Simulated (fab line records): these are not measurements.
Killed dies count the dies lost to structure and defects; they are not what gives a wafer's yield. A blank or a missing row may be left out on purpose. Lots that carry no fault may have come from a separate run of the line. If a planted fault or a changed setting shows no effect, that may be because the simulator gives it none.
Matching of chambers ; flow n5-finfet ; N5_BEOL_M0_SAQP_ETCH_83 on rie-diel-03: 4 sister chambers
The step etches SiARC in CF4, target depth 39 nm, time 65 s. 18 wafers are shown with their chamber, then 9 later ones without.

EACH WAFER AND ITS CHAMBER
wafer;chamber;showerhead-plenum-p-Torr (Torr);throttle-valve-pct (%);drypump-motor-current-A (A)
L075.2;1;2.02;16.00;5.9
L075.3;0;2.14;15.66;5.5
L075.5;1;2.02;15.99;5.9
L077.3;2;2.14;15.86;5.3
L077.5;2;2.14;15.87;5.3
L077.6;1;2.02;16.02;5.9
L078.1;3;2.14;15.98;5.4
L078.2;2;2.14;15.87;5.3
L078.3;1;2.02;16.01;5.9
L079.2;3;2.14;15.98;5.4
L079.4;1;2.01;16.01;5.9
L079.6;0;2.14;15.68;5.4
L083.2;0;2.14;15.69;5.4
L083.3;2;2.14;15.88;5.3
L083.5;3;2.13;15.99;5.5
L085.2;2;2.14;15.90;5.3
L085.3;3;2.13;15.99;5.5
L085.6;2;2.14;15.90;5.4

SIGNATURES (averages over the wafers above)
reading;chamber 0;chamber 1;chamber 2;chamber 3;scatter within a chamber
showerhead-plenum-p-Torr;2.1400;2.0180;2.1400;2.1350;0.00359
throttle-valve-pct;15.6767;16.0060;15.8800;15.9850;0.0133
drypump-motor-current-A;5.433;5.900;5.317;5.450;0.0423
Rule: for each reading, subtract the chamber's mean from the wafer's reading, divide by that reading's scatter and square the result; add these up over the readings and take the root, which gives the wafer's distance from the chamber. If the next closest chamber is less than 2 further off than the closest, the wafer can't be placed; otherwise it belongs to the closest. The scatter: take each reading less its chamber's mean, square it, sum over the shown wafers, divide by the number of wafers less the number of chambers, and take the root.

WAFERS WITH NO CHAMBER GIVEN
wafer;showerhead-plenum-p-Torr (Torr);throttle-valve-pct (%);drypump-motor-current-A (A)
L090.2;2.13;16.02;5.5
L090.3;2.13;15.73;5.4
L090.4;2.26;15.55;5.9
L091.3;2.13;15.72;5.4
L091.4;2.13;15.90;5.4
L091.6;2.26;15.56;5.9
L093.1;2.13;15.92;5.3
L093.2;2.26;15.56;5.9
L093.4;2.13;16.04;5.5

CHAMBER TAKEN BY EACH
wafer;from the rows above;in truth
L090.2;3;3
L090.3;0;0
L090.4;0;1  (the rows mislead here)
L091.3;0;0
L091.4;2;2
L091.6;0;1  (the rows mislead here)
L093.1;2;2
L093.2;0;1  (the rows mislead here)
L093.4;3;3
Placed correctly: 6 of 9. From these rows, 0 cannot be placed. Placed wrongly: 3.
